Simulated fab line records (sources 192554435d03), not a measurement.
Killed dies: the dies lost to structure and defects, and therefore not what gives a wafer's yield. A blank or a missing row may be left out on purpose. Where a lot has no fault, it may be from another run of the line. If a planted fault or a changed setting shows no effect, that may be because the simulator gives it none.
Code-filled problem report in 8D (eight disciplines) form + flow n5 finfet + the parts of the form that need people (team, actions taken, sign-off) are left out

1. WHAT WENT WRONG
Mean of thk nm at N5_BEOL_M0_SAQP_THK_MEAS_05: 35.8 nm across 3 wafers in 3 lots; on wafers with no fault it is 59.9 nm (standard deviation 0.79). Relative to the usual mean, that is a shift of -31 standard deviations.
The first sign was on wafer L108.3 at day 10 17:27, on film metro-01. At this step, 23 wafers from 9 lots have a number in the record. By rule, "out" or "out of limits" means more than 4 standard deviations away from the usual mean. The other wafers with a number count as sound.

2. WHAT IT IS; WHAT IT IS NOT
| question                    | is                           | is not                                                                    |
|-----------------------------|------------------------------|---------------------------------------------------------------------------|
| which readings at this step | thk nm                       | -                                                                         |
| which lots                  | L108, L109, L110             | L100, L101, L103, L104, L989, L998                                        |
| which wafers of those lots  | L108.3, L109.5, L110.3       | L108.2, L109.2, L110.4                                                    |
| read on which gauges        | film metro-01, film metro-02 | -                                                                         |
| when                        | from day 10 17:27            | up to then (18 sound wafers); but 2 sound wafers of L109, L110 came after |

3. WHAT RULES OUT EACH SUSPECT
Counting: any tool at a process step up to the reading remains a suspect provided it ran every lot that is out. Sound lots after the first of them don't rule it out here, since some wafers of a struck lot are sound.
- ruled out: the gauge at N5_BEOL_M0_SAQP_THK_MEAS_05. 2 gauges (film metro-01, film metro-02) read the wafers that are out.
- pecvd-04 at N5_BEOL_M0_SAQP_PECVD_04 (deposits a-Si from SiH4/He, target thk 60 nm, time 60.2 s): kept. Every lot that is out went through it, the first being L108 (day 10 17:21); the last sound lot it ran before that was L104 (day 9 09:46).
After counting, what remains is pecvd-04 at N5_BEOL_M0_SAQP_PECVD_04.

4. THE CAUSE (what the simulator had put in)
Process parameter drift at N5_BEOL_M0_SAQP_PECVD_04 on pecvd-04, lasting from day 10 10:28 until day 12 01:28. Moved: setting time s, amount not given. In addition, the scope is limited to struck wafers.
After counting, this tool was the only one left.

5. THE EFFECT CHAIN, in route order
Each row: a reading where the mean over the struck wafers with a number is more than 3 standard deviations away from the usual. Readings are gone through only where the record gives a usual standard deviation; hours: the median, over the lots, of the time from a lot's start at the first step in this table giving one to that lot's start at this step; sigmas: the change measured in usual standard deviations.
| hours | step                            | reading        | usual      | on struck wafers | change | sigmas |
|-------|---------------------------------|----------------|------------|------------------|--------|--------|
| 0     | N5_BEOL_M0_SAQP_THK_MEAS_05     | thk nm         | 59.9 nm    | 35.8             | -24.1  | -31    |
| 1     | N5_BEOL_M0_SAQP_MANDREL_ETCH_20 | oes product au | 0.769 a.u. | 0.594            | -0.175 | -12    |
The process steps in it:
- N5_BEOL_M0_SAQP_MANDREL_ETCH_20: etches a-Si in HBr/Cl2, stops on SiNx, target depth 60 nm, bt time 10 s, time 30 s.
Readings that are blank on the struck wafers while sound wafers have them: susceptor temp C at N5_BEOL_M0_SAQP_PECVD_04.
Later steps that measure or inspect, where all struck wafers having a row at the step show a number for every such reading and not one has moved that far: N5_BEOL_M4_RC_MEAS_101.

6. HOW IT WOULD HAVE BEEN CAUGHT EARLIER
The first out-of-limits reading at a measuring or inspecting step in this record came at day 10 17:27, 7 hours after the fault's start at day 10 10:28.
Of the lots that are out (3), L109, L110 began N5_BEOL_M0_SAQP_PECVD_04 on pecvd-04 after day 10 17:27. A hold on the tool at that time would have spared those 2.
